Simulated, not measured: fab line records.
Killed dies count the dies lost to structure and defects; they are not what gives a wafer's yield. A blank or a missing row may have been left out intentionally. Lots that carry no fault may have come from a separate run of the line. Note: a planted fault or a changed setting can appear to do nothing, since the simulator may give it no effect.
Which tool is to blame? / flow n5 finfet / 21 lots with 63 wafers sampled at 4 steps, on a route of 1938 steps

WHAT THE GAUGES READ, wafer by wafer
N5_MOL_CONTACT_COAG_THK_MEAS_53.
lot=L075; measured=day 5 18:26; on=film metro-02; VIA_MOL_THK (nm)=44.7 44.0 45.6
lot=L076; measured=day 5 18:41; on=film metro-02; VIA_MOL_THK (nm)=43.7 44.1 44.9
lot=L077; measured=day 5 22:19; on=film metro-02; VIA_MOL_THK (nm)=43.5 43.5 44.0
lot=L078; measured=day 6 06:20; on=film metro-01; VIA_MOL_THK (nm)=43.9 43.8 44.5
lot=L079; measured=day 6 12:19; on=film metro-01; VIA_MOL_THK (nm)=43.5 43.7 44.2
lot=L080; measured=day 6 17:30; on=film metro-02; VIA_MOL_THK (nm)=43.6 44.2 43.8
lot=L081; measured=day 7 00:35; on=film metro-01; VIA_MOL_THK (nm)=43.2 43.1 43.8
lot=L082; measured=day 7 04:13; on=film metro-01; VIA_MOL_THK (nm)=43.7 44.5 45.1
lot=L083; measured=day 7 12:38; on=film metro-01; VIA_MOL_THK (nm)=43.8 43.8 44.3
lot=L084; measured=day 8 02:32; on=film metro-02; VIA_MOL_THK (nm)=43.7 44.0 43.1
lot=L085; measured=day 8 03:07; on=film metro-02; VIA_MOL_THK (nm)=44.1 42.9 44.8
lot=L086; measured=day 8 07:53; on=film metro-01; VIA_MOL_THK (nm)=43.7 44.0 43.7
lot=L087; measured=day 8 11:39; on=film metro-02; VIA_MOL_THK (nm)=44.0 43.2 43.3
lot=L088; measured=day 8 14:56; on=film metro-02; VIA_MOL_THK (nm)=43.5 44.0 44.2
lot=L089; measured=day 9 02:16; on=film metro-02; VIA_MOL_THK (nm)=43.1 43.0 43.5
lot=L092; measured=day 9 16:59; on=film metro-01; VIA_MOL_THK (nm)=43.3 43.4 44.7
lot=L093; measured=day 9 23:25; on=film metro-02; VIA_MOL_THK (nm)=43.2 43.8 43.9
lot=L095; measured=day 10 12:07; on=film metro-01; VIA_MOL_THK (nm)=42.4 42.9 43.2
lot=L094; measured=day 10 14:50; on=film metro-02; VIA_MOL_THK (nm)=43.5 43.8 43.7
lot=L096; measured=day 10 18:22; on=film metro-02; VIA_MOL_THK (nm)=43.5 44.8 44.8
lot=L097; measured=day 10 21:48; on=film metro-02; VIA_MOL_THK (nm)=43.1 44.0 44.2

N5_BEOL_M0_SAQP_OVL_MEAS_41.
lot=L075; measured=day 6 03:23; on=overlay-01; M0_CUT1_OVL (nm)=0.4 -0.2 0.5
lot=L076; measured=day 6 07:02; on=overlay-01; M0_CUT1_OVL (nm)=0.8 1.0 0.5
lot=L077; measured=day 6 10:16; on=overlay-01; M0_CUT1_OVL (nm)=0.0 0.6 -0.4
lot=L078; measured=day 6 15:09; on=overlay-02; M0_CUT1_OVL (nm)=-0.1 0.2 -0.2
lot=L079; measured=day 6 22:31; on=overlay-01; M0_CUT1_OVL (nm)=-1.8 -1.3 -0.6
lot=L080; measured=day 7 03:31; on=overlay-02; M0_CUT1_OVL (nm)=-1.9 -1.9 -1.6
lot=L081; measured=day 7 10:35; on=overlay-02; M0_CUT1_OVL (nm)=-0.3 -0.4 -0.7
lot=L082; measured=day 7 13:25; on=overlay-01; M0_CUT1_OVL (nm)=0.6 0.4 -0.1
lot=L083; measured=day 7 21:51; on=overlay-02; M0_CUT1_OVL (nm)=0.0 0.8 0.7
lot=L084; measured=day 8 11:02; on=overlay-01; M0_CUT1_OVL (nm)=-0.4 0.8 -0.4
lot=L085; measured=day 8 17:51; on=overlay-02; M0_CUT1_OVL (nm)=0.3 1.3 0.4
lot=L086; measured=day 8 18:23; on=overlay-02; M0_CUT1_OVL (nm)=-0.6 0.3 -0.1
lot=L087; measured=day 8 23:02; on=overlay-01; M0_CUT1_OVL (nm)=-0.3 0.3 0.5
lot=L088; measured=day 9 02:07; on=overlay-01; M0_CUT1_OVL (nm)=0.2 0.2 0.5
lot=L089; measured=day 9 11:20; on=overlay-02; M0_CUT1_OVL (nm)=0.4 0.3 1.1
lot=L092; measured=day 10 05:10; on=overlay-02; M0_CUT1_OVL (nm)=0.2 -1.0 -0.2
lot=L093; measured=day 10 07:55; on=overlay-01; M0_CUT1_OVL (nm)=0.0 0.0 0.5
lot=L095; measured=day 10 20:56; on=overlay-02; M0_CUT1_OVL (nm)=0.1 -1.3 -0.2
lot=L094; measured=day 11 01:02; on=overlay-02; M0_CUT1_OVL (nm)=-0.5 -0.1 -1.1
lot=L096; measured=day 11 05:25; on=overlay-01; M0_CUT1_OVL (nm)=1.2 0.3 0.5
lot=L097; measured=day 11 07:25; on=overlay-01; M0_CUT1_OVL (nm)=0.0 -1.0 -1.0

EACH LOT AND THE TOOL THAT RAN IT (in order: tool; ch and the chambers of the sampled wafers; start)
lot=L075; N5_MOL_CONTACT_COAG_VIA_ETCH_117=rie diel-01 ch 1,2,3, day 5 17:19; N5_BEOL_M0_SAQP_ETCH_83=rie diel-03 ch 0,1,2, day 5 23:31
lot=L076; N5_MOL_CONTACT_COAG_VIA_ETCH_117=rie diel-02 ch 0,1,3, day 5 17:35; N5_BEOL_M0_SAQP_ETCH_83=rie diel-03 ch 0,1,2, day 6 02:40
lot=L077; N5_MOL_CONTACT_COAG_VIA_ETCH_117=rie diel-06 ch 0,2, day 5 21:10; N5_BEOL_M0_SAQP_ETCH_83=rie diel-04 ch 0,1,2, day 6 06:34
lot=L078; N5_MOL_CONTACT_COAG_VIA_ETCH_117=rie diel-02 ch 0,1,2, day 6 05:13; N5_BEOL_M0_SAQP_ETCH_83=rie diel-05 ch 0,2, day 6 10:53
lot=L079; N5_MOL_CONTACT_COAG_VIA_ETCH_117=rie diel-02 ch 0,1,3, day 6 11:13; N5_BEOL_M0_SAQP_ETCH_83=rie diel-03 ch 0,1,2, day 6 18:21
lot=L080; N5_MOL_CONTACT_COAG_VIA_ETCH_117=rie diel-02 ch 0,1,2, day 6 16:25; N5_BEOL_M0_SAQP_ETCH_83=rie diel-03 ch 0,3, day 6 23:46
lot=L081; N5_MOL_CONTACT_COAG_VIA_ETCH_117=rie diel-02 ch 1,2,3, day 6 23:29; N5_BEOL_M0_SAQP_ETCH_83=rie diel-03 ch 2,3, day 7 06:33
lot=L082; N5_MOL_CONTACT_COAG_VIA_ETCH_117=rie diel-02 ch 2,3, day 7 03:07; N5_BEOL_M0_SAQP_ETCH_83=rie diel-03 ch 0,1,2, day 7 09:46
lot=L083; N5_MOL_CONTACT_COAG_VIA_ETCH_117=rie diel-06 ch 0,3, day 7 11:32; N5_BEOL_M0_SAQP_ETCH_83=rie diel-03 ch 1,3, day 7 17:47
lot=L084; N5_MOL_CONTACT_COAG_VIA_ETCH_117=rie diel-02 ch 0,1,2, day 8 01:26; N5_BEOL_M0_SAQP_ETCH_83=rie diel-04 ch 0,1,3, day 8 06:59
lot=L085; N5_MOL_CONTACT_COAG_VIA_ETCH_117=rie diel-02 ch 0,2, day 8 02:01; N5_BEOL_M0_SAQP_ETCH_83=rie diel-04 ch 1,3, day 8 13:30
lot=L086; N5_MOL_CONTACT_COAG_VIA_ETCH_117=rie diel-06 ch 0,3, day 8 06:46; N5_BEOL_M0_SAQP_ETCH_83=rie diel-05 ch 0,1, day 8 14:05
lot=L087; N5_MOL_CONTACT_COAG_VIA_ETCH_117=rie diel-02 ch 0,1,3, day 8 10:33; N5_BEOL_M0_SAQP_ETCH_83=rie diel-04 ch 0,1, day 8 16:04
lot=L088; N5_MOL_CONTACT_COAG_VIA_ETCH_117=rie diel-06 ch 2,3, day 8 13:50; N5_BEOL_M0_SAQP_ETCH_83=rie diel-05 ch 0,2,3, day 8 20:57
lot=L089; N5_MOL_CONTACT_COAG_VIA_ETCH_117=rie diel-02 ch 0,1,3, day 9 01:10; N5_BEOL_M0_SAQP_ETCH_83=rie diel-05 ch 0,2,3, day 9 06:50
lot=L092; N5_MOL_CONTACT_COAG_VIA_ETCH_117=rie diel-02 ch 1,2,3, day 9 15:53; N5_BEOL_M0_SAQP_ETCH_83=rie diel-03 ch 1,3, day 9 23:52
lot=L093; N5_MOL_CONTACT_COAG_VIA_ETCH_117=rie diel-02 ch 0,2,3, day 9 22:19; N5_BEOL_M0_SAQP_ETCH_83=rie diel-04 ch 0,2,3, day 10 03:56
lot=L095; N5_MOL_CONTACT_COAG_VIA_ETCH_117=rie diel-02 ch 0,1,2, day 10 11:01; N5_BEOL_M0_SAQP_ETCH_83=rie diel-05 ch 0,2,3, day 10 16:37
lot=L094; N5_MOL_CONTACT_COAG_VIA_ETCH_117=rie diel-01 ch 1,3, day 10 13:45; N5_BEOL_M0_SAQP_ETCH_83=rie diel-03 ch 0,3, day 10 20:41
lot=L096; N5_MOL_CONTACT_COAG_VIA_ETCH_117=rie diel-02 ch 0,3, day 10 17:17; N5_BEOL_M0_SAQP_ETCH_83=rie diel-05 ch 0,3, day 11 01:05
lot=L097; N5_MOL_CONTACT_COAG_VIA_ETCH_117=rie diel-02 ch 0,1,3, day 10 20:43; N5_BEOL_M0_SAQP_ETCH_83=rie diel-05 ch 0,1,3, day 11 03:20
- N5_MOL_CONTACT_COAG_VIA_ETCH_117: etches SiO2 in C4F6/O2, target depth 40 nm, overetch 8 nm, time 26 s.
- N5_BEOL_M0_SAQP_ETCH_83: etches SiARC in CF4, target depth 39 nm, time 65 s.

WHAT THE TOOLS THEMSELVES READ (means of the sampled wafers that have a number; where no wafer has one, the mark that the record gives instead)
N5_MOL_CONTACT_COAG_VIA_ETCH_117.
lot=L075; tool=rie diel-01; drypump motor current A (A)=5.5; oes product au (a.u.)=0.70; rf vpp V (V)=1599; showerhead plenum p Torr (Torr)=2.82; throttle valve pct (%)=41.7
lot=L076; tool=rie diel-02; drypump motor current A (A)=6.0; oes product au (a.u.)=0.72; rf vpp V (V)=1552; showerhead plenum p Torr (Torr)=2.87; throttle valve pct (%)=41.2
lot=L077; tool=rie diel-06; drypump motor current A (A)=5.6; oes product au (a.u.)=0.69; rf vpp V (V)=1548; showerhead plenum p Torr (Torr)=2.97; throttle valve pct (%)=41.3
lot=L078; tool=rie diel-02; drypump motor current A (A)=5.9; oes product au (a.u.)=0.80; rf vpp V (V)=1574; showerhead plenum p Torr (Torr)=2.91; throttle valve pct (%)=41.3
lot=L079; tool=rie diel-02; drypump motor current A (A)=6.0; oes product au (a.u.)=0.71; rf vpp V (V)=1552; showerhead plenum p Torr (Torr)=2.87; throttle valve pct (%)=41.2
lot=L080; tool=rie diel-02; drypump motor current A (A)=5.9; oes product au (a.u.)=0.78; rf vpp V (V)=1574; showerhead plenum p Torr (Torr)=2.91; throttle valve pct (%)=41.3
lot=L081; tool=rie diel-02; drypump motor current A (A)=6.1; oes product au (a.u.)=0.71; rf vpp V (V)=1576; showerhead plenum p Torr (Torr)=2.82; throttle valve pct (%)=41.1
lot=L082; tool=rie diel-02; drypump motor current A (A)=5.9; oes product au (a.u.)=0.75; rf vpp V (V)=1604; showerhead plenum p Torr (Torr)=2.88; throttle valve pct (%)=41.2
lot=L083; tool=rie diel-06; drypump motor current A (A)=5.6; oes product au (a.u.)=0.72; rf vpp V (V)=1564; showerhead plenum p Torr (Torr)=2.85; throttle valve pct (%)=41.1
lot=L084; tool=rie diel-02; drypump motor current A (A)=5.9; oes product au (a.u.)=0.77; rf vpp V (V)=1574; showerhead plenum p Torr (Torr)=2.90; throttle valve pct (%)=41.3
lot=L085; tool=rie diel-02; drypump motor current A (A)=5.7; oes product au (a.u.)=0.79; rf vpp V (V)=1602; showerhead plenum p Torr (Torr)=2.95; throttle valve pct (%)=41.4
lot=L086; tool=rie diel-06; drypump motor current A (A)=5.6; oes product au (a.u.)=0.72; rf vpp V (V)=1564; showerhead plenum p Torr (Torr)=2.85; throttle valve pct (%)=41.1
lot=L087; tool=rie diel-02; drypump motor current A (A)=6.0; oes product au (a.u.)=0.79; rf vpp V (V)=1552; showerhead plenum p Torr (Torr)=2.86; throttle valve pct (%)=41.3
lot=L088; tool=rie diel-06; drypump motor current A (A)=5.6; oes product au (a.u.)=0.68; rf vpp V (V)=1549; showerhead plenum p Torr (Torr)=2.81; throttle valve pct (%)=41.4
lot=L089; tool=rie diel-02; drypump motor current A (A)=6.0; oes product au (a.u.)=0.77; rf vpp V (V)=1551; showerhead plenum p Torr (Torr)=2.86; throttle valve pct (%)=41.2
lot=L092; tool=rie diel-02; drypump motor current A (A)=6.1; oes product au (a.u.)=0.76; rf vpp V (V)=1575; showerhead plenum p Torr (Torr)=2.82; throttle valve pct (%)=41.1
lot=L093; tool=rie diel-02; drypump motor current A (A)=5.8; oes product au (a.u.)=0.79; rf vpp V (V)=1579; showerhead plenum p Torr (Torr)=2.91; throttle valve pct (%)=41.4
lot=L095; tool=rie diel-02; drypump motor current A (A)=5.9; oes product au (a.u.)=0.73; rf vpp V (V)=1572; showerhead plenum p Torr (Torr)=2.89; throttle valve pct (%)=41.3
lot=L094; tool=rie diel-01; drypump motor current A (A)=5.1; oes product au (a.u.)=0.69; rf vpp V (V)=1602; showerhead plenum p Torr (Torr)=2.74; throttle valve pct (%)=41.9
lot=L096; tool=rie diel-02; drypump motor current A (A)=5.9; oes product au (a.u.)=0.80; rf vpp V (V)=1557; showerhead plenum p Torr (Torr)=2.86; throttle valve pct (%)=41.4
lot=L097; tool=rie diel-02; drypump motor current A (A)=6.0; oes product au (a.u.)=0.74; rf vpp V (V)=1550; showerhead plenum p Torr (Torr)=2.85; throttle valve pct (%)=41.3

N5_BEOL_M0_SAQP_ETCH_83.
lot=L075; tool=rie diel-03; cf4 flow sccm (sccm)=99.95; drypump motor current A (A)=5.87; etch rf on time s (s)=65.2; oes product au (a.u.)=0.65; rf vpp V (V)=183.6; showerhead plenum p Torr (Torr)=2.14; throttle valve pct (%)=15.75
lot=L076; tool=rie diel-03; cf4 flow sccm (sccm)=100.06; drypump motor current A (A)=5.85; etch rf on time s (s)=65.2; oes product au (a.u.)=0.65; rf vpp V (V)=184.2; showerhead plenum p Torr (Torr)=2.14; throttle valve pct (%)=15.75
lot=L077; tool=rie diel-04; cf4 flow sccm (sccm)=100.12; drypump motor current A (A)=5.72; etch rf on time s (s)=64.2; oes product au (a.u.)=0.65; rf vpp V (V)=182.9; showerhead plenum p Torr (Torr)=2.06; throttle valve pct (%)=15.57
lot=L078; tool=rie diel-05; cf4 flow sccm (sccm)=100.10; drypump motor current A (A)=5.81; etch rf on time s (s)=64.0; oes product au (a.u.)=0.66; rf vpp V (V)=184.4; showerhead plenum p Torr (Torr)=2.17; throttle valve pct (%)=15.89
lot=L079; tool=rie diel-03; cf4 flow sccm (sccm)=100.08; drypump motor current A (A)=5.84; etch rf on time s (s)=64.4; oes product au (a.u.)=0.65; rf vpp V (V)=184.4; showerhead plenum p Torr (Torr)=2.14; throttle valve pct (%)=15.75
lot=L080; tool=rie diel-03; cf4 flow sccm (sccm)=100.19; drypump motor current A (A)=5.95; etch rf on time s (s)=64.7; oes product au (a.u.)=0.60; rf vpp V (V)=183.8; showerhead plenum p Torr (Torr)=2.06; throttle valve pct (%)=15.77
lot=L081; tool=rie diel-03; cf4 flow sccm (sccm)=100.01; drypump motor current A (A)=5.76; etch rf on time s (s)=64.3; oes product au (a.u.)=0.61; rf vpp V (V)=183.0; showerhead plenum p Torr (Torr)=2.09; throttle valve pct (%)=15.72
lot=L082; tool=rie diel-03; cf4 flow sccm (sccm)=99.84; drypump motor current A (A)=5.84; etch rf on time s (s)=65.5; oes product au (a.u.)=0.64; rf vpp V (V)=183.7; showerhead plenum p Torr (Torr)=2.14; throttle valve pct (%)=15.77
lot=L083; tool=rie diel-03; cf4 flow sccm (sccm)=100.28; drypump motor current A (A)=5.73; etch rf on time s (s)=63.9; oes product au (a.u.)=0.61; rf vpp V (V)=183.1; showerhead plenum p Torr (Torr)=2.04; throttle valve pct (%)=15.74
lot=L084; tool=rie diel-04; cf4 flow sccm (sccm)=100.02; drypump motor current A (A)=5.93; etch rf on time s (s)=64.8; oes product au (a.u.)=0.66; rf vpp V (V)=184.0; showerhead plenum p Torr (Torr)=2.09; throttle valve pct (%)=15.66
lot=L085; tool=rie diel-04; cf4 flow sccm (sccm)=99.99; drypump motor current A (A)=6.14; etch rf on time s (s)=65.5; oes product au (a.u.)=0.66; rf vpp V (V)=183.0; showerhead plenum p Torr (Torr)=2.12; throttle valve pct (%)=15.71
lot=L086; tool=rie diel-05; cf4 flow sccm (sccm)=100.19; drypump motor current A (A)=5.77; etch rf on time s (s)=65.5; oes product au (a.u.)=0.59; rf vpp V (V)=183.2; showerhead plenum p Torr (Torr)=2.12; throttle valve pct (%)=15.95
lot=L087; tool=rie diel-04; cf4 flow sccm (sccm)=100.30; drypump motor current A (A)=5.66; etch rf on time s (s)=65.0; oes product au (a.u.)=0.65; rf vpp V (V)=183.6; showerhead plenum p Torr (Torr)=2.07; throttle valve pct (%)=15.59
lot=L088; tool=rie diel-05; cf4 flow sccm (sccm)=99.91; drypump motor current A (A)=5.88; etch rf on time s (s)=65.5; oes product au (a.u.)=0.65; rf vpp V (V)=183.9; showerhead plenum p Torr (Torr)=2.15; throttle valve pct (%)=15.84
lot=L089; tool=rie diel-05; cf4 flow sccm (sccm)=100.38; drypump motor current A (A)=5.87; etch rf on time s (s)=64.4; oes product au (a.u.)=0.66; rf vpp V (V)=185.5; showerhead plenum p Torr (Torr)=2.15; throttle valve pct (%)=15.85
lot=L092; tool=rie diel-03; cf4 flow sccm (sccm)=100.21; drypump motor current A (A)=5.65; etch rf on time s (s)=64.2; oes product au (a.u.)=0.69; rf vpp V (V)=184.7; showerhead plenum p Torr (Torr)=2.13; throttle valve pct (%)=15.62
lot=L093; tool=rie diel-04; cf4 flow sccm (sccm)=100.11; drypump motor current A (A)=5.78; etch rf on time s (s)=65.9; oes product au (a.u.)=0.67; rf vpp V (V)=184.2; showerhead plenum p Torr (Torr)=2.15; throttle valve pct (%)=15.67
lot=L095; tool=rie diel-05; cf4 flow sccm (sccm)=100.10; drypump motor current A (A)=5.87; etch rf on time s (s)=64.8; oes product au (a.u.)=0.64; rf vpp V (V)=183.4; showerhead plenum p Torr (Torr)=2.14; throttle valve pct (%)=15.87
lot=L094; tool=rie diel-03; cf4 flow sccm (sccm)=100.07; drypump motor current A (A)=6.11; etch rf on time s (s)=64.0; oes product au (a.u.)=0.68; rf vpp V (V)=184.5; showerhead plenum p Torr (Torr)=2.17; throttle valve pct (%)=15.67
lot=L096; tool=rie diel-05; cf4 flow sccm (sccm)=100.21; drypump motor current A (A)=5.94; etch rf on time s (s)=65.7; oes product au (a.u.)=0.61; rf vpp V (V)=183.1; showerhead plenum p Torr (Torr)=2.07; throttle valve pct (%)=15.92
lot=L097; tool=rie diel-05; cf4 flow sccm (sccm)=99.81; drypump motor current A (A)=5.83; etch rf on time s (s)=65.7; oes product au (a.u.)=0.67; rf vpp V (V)=183.5; showerhead plenum p Torr (Torr)=2.09; throttle valve pct (%)=15.74

THE ANSWER, worked out from the rows above alone
Rule: the lots themselves supply what counts as usual. The widest of any qualifying gaps counts: lots, ordered by their means at a reading, are off when they make up no more than a third of the lots, leave a main group of 4 or more, and stand apart from it by 3 or more times the standard deviation of that group's means. The tables above print the reading to a certain number of digits; a main group whose means all agree to those digits is not used. A lot without any number at a reading at which 4 lots or more have one is off too. Where the step has rows for the other lots, those lots are counted as sound. After the gauges, taken in route order, come the tools' own readings; for these a lot's mean is taken, as printed above. The first step at which some lot is off is used, and at that step the reading that is off furthest; a lot without a number counts as furthest.
None of the lots is off at any reading shown; this tells nothing.

WHAT THE SIMULATOR PUT IN
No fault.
